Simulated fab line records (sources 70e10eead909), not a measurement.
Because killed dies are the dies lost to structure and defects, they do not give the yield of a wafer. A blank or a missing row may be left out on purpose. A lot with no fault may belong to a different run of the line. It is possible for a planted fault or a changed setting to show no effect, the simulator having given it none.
Which tool did it? | flow nand harc | 14 lots (42 wafers sampled), 1 step of a 1302-step route

## WHAT THE GAUGES SHOWED, per wafer
NHARC_P_BONDPAD_CD_MEAS_13.
lot  | measured     | on        | cd nm (nm)
L658 | day 6 11:40  | cd sem-01 | 500.7 494.8 500.2
L660 | day 7 12:20  | cd sem-01 | 498.3 494.0 500.8
L662 | day 8 17:25  | cd sem-03 | 499.9 496.1 499.1
L664 | day 9 11:22  | cd sem-03 | 497.1 502.1 498.4
L665 | day 9 22:31  | cd sem-03 | 501.0 499.3 499.3
L666 | day 9 22:49  | cd sem-01 | 497.4 497.5 499.6
L669 | day 11 08:10 | cd sem-02 | 501.5 501.4 501.2
L675 | day 13 16:52 | cd sem-03 | 499.3 498.0 497.0
L676 | day 14 09:14 | cd sem-02 | 499.5 496.7 497.8
L677 | day 14 09:35 | cd sem-03 | 498.6 495.2 497.8
L678 | day 14 23:19 | cd sem-03 | 500.9 502.5 498.1
L679 | day 15 18:52 | cd sem-03 | 493.8 499.5 500.4
L680 | day 16 06:16 | cd sem-03 | 496.9 500.0 500.5
L681 | day 16 09:17 | cd sem-03 | 499.0 496.0 496.5

## WHAT TOOL EACH LOT RAN ON (gives the tool, then ch and the chambers of the sampled wafers, and finally the start)
Record: no process step prior to these readings.

## WHAT THE TOOLS THEMSELVES READ (means of the sampled wafers that have a number; where no wafer has one, the mark that the record gives instead)
The record holds no such reading with a usual standard deviation.

## THE ANSWER, worked out from the rows above alone
Rule: the lots themselves supply what counts as usual. Put in order of their means at a reading, lots are off if they are a third of the lots or fewer, leave a main group of 4 or more, and stand apart from it by a gap of 3 or more times the standard deviation of the main group's means; of several such gaps the widest counts. The tables above print the reading to a certain number of digits; a main group whose means all agree to those digits is not used. Also off: a lot with no number at a reading for which 4 or more lots have one. The other lots that the step has rows for count as sound. First the gauges in route order, then the tools' own readings, where a lot's mean is used as printed above. The first step at which some lot is off is used, and at that step the reading that is off furthest; a lot without a number counts as furthest.
None of the lots is off at any reading shown; this tells nothing.

## WHAT HAD BEEN PUT IN BY THE SIMULATOR
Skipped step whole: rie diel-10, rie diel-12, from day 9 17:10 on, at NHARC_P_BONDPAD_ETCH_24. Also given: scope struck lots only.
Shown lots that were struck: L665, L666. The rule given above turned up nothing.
